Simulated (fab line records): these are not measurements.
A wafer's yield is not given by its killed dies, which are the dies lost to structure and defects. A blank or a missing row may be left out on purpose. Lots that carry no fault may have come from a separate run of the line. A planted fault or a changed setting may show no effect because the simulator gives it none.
Struck lot and sound lot, side by side / flow n5_finfet / 38 steps out of a route of 1938
Sound: these wafers, L992.2, L992.3, L992.5. Struck: wafer L993.4 (left out: L993.1, L993.5 of the same lot, which were not struck); the cause appears at the end.
Each step with rows lists, per side, the tool, then ch with its chambers, then its first start. Under that, the readings that differ: sound wafers / struck wafers / difference of the means / sigmas: that difference in standard deviations of wafers without a fault.
alike: readings with means less than 2 such deviations apart, plus words and numbers identical on both sides. not compared: withheld readings, readings lacking a value on some wafer, bounds such as >300 that could conceal the same value, and numbers that have no deviation in the record and whose values overlap.
The two part at a step that has a row with sigmas, a row that says differs or no value, or rows on one side only. Numbers that have no deviation but don't overlap get no sigmas and don't part them. A reading missing from all wafers of one side parts the sides only when that side holds two or more wafers.

first, 9 steps without rows for these wafers: N5_BEOL_M0_CUTY_EXPOSE_54 (exposes mask M0 ABLK); N5_BEOL_M0_CUTY_PEB_55 (peb time 60 s); N5_BEOL_M0_CUTY_DEVELOP_56 (develop time 30 s); N5_BEOL_M0_CUTY_DESCUM_61 (chemistry O2, time 7.9 s); N5_BEOL_M0_CUTY_ETCH_62 (etches SiARC in CF4, time 58.5 s); N5_BEOL_M0_CUTY_ETCH_63 (etches SOC in N2/H2, target depth 82.7 nm, overetch 16.5 nm, time 124 s); N5_BEOL_M0_CUTY_STRIP_64 (strips in N2/H2); N5_BEOL_M0_ETCH_138 (etches SiCN in CH3F/O2, target depth 12 nm, time 31.6 s); N5_BEOL_M0_HM_OPEN_105 (chemistry Cl2/BCl3, target TiN, target depth 12 nm).
N5_BEOL_M0_STRIP_140: strips in CF4.
  sound on rie_diel-05 ch 0,1,3, day 10 01:51; struck on rie_diel-05 ch 1, day 10 04:46
  alike: drypump_motor_current_A, oes_product_au, rf_vpp_V, showerhead_plenum_p_Torr, throttle_valve_pct
  not compared: rf_hours_counter_h
then, 27 steps without rows for these wafers: N5_BEOL_M0_STRIP_104 (strips in N2/H2); N5_BEOL_M0_WET_ETCH_106 (etches SiO2 in DHF, target depth 130 nm, rinse time 30 s); N5_BEOL_M0_ETCH_128 (etches SiCN in CF4/N2, target depth 12 nm, overetch 5.1 nm, time 21.4 s); N5_BEOL_M0_TRENCH_ETCH_107 (etches SiOC in C4F6/O2, target depth 32.8 nm, time 16.4 s); N5_BEOL_M0_STRIP_142 (strips in N2/H2, time 10 s); N5_BEOL_M0_HM_STRIP_129 (strips TiN in peroxide tin strip, target depth 17 nm, time 108 s); N5_BEOL_M0_SRD_130 (time 30 s); N5_BEOL_M0_ETCH_109 (etches SiCN in CH3F/O2, target depth 8 nm, overetch 2.4 nm, time 27.4 s); N5_BEOL_M0_STRIP_139 (strips in post etch residue remover, time 60 s); N5_BEOL_M0_SRD_111 (time 30 s); N5_BEOL_M0_DEGAS_112 (time 60 s); N5_BEOL_M0_PRE_CLEAN_113 (time 30 s); N5_BEOL_M0_ALD_136 (deposits TaN, pulse time 2 s, purge time 3 s, co reactant purge time 2 s); N5_BEOL_M0_SURFACE_TREAT_137; N5_BEOL_M0_CVD_115 (deposits Co from CCTBA/H2, time 120 s); N5_BEOL_M0_SPUTTER_116 (material Cu, target thk 4 nm, time 7.37 s); N5_BEOL_M0_ANNEAL_117 (time 60 s); N5_BEOL_M0_SPUTTER_132 (material Cu, target thk 4 nm, time 7.37 s); N5_BEOL_M0_ANNEAL_133 (time 60 s); N5_BEOL_M0_SPUTTER_134 (material Cu, target thk 4 nm, time 7.37 s); N5_BEOL_M0_ANNEAL_135 (time 60 s); N5_BEOL_M0_SPUTTER_141 (material Cu, target thk 4 nm, time 7.37 s); N5_BEOL_M0_ECD_118 (material Cu, target thk 300 nm); N5_BEOL_M0_ANNEAL_119 (time 90 s); N5_BEOL_M0_CMP_120 (polishes, stops on SiOC, t overpolish 6.9 s); N5_BEOL_M0_PRE_CLEAN_131 (time 15 s); N5_BEOL_M0_CO_CAP_123 (material Co, precursor CCTBA/H2, target thk 2 nm, time 102.1 s).
-- record jumps: 8 days separate the struck wafers' starts on either side; left off in module BEOL_M0, taken up again in module PASSIVATION, whose first shown step is the route's number 1936 --
N5_PASSIVATION_PROBE_49:
  the record has rows for the struck wafers here (prober-01, day 17 20:26) and none for the sound ones

## WHERE THEY PART
Only at N5_PASSIVATION_PROBE_49, within this record.

WHY: the cause the simulator had injected
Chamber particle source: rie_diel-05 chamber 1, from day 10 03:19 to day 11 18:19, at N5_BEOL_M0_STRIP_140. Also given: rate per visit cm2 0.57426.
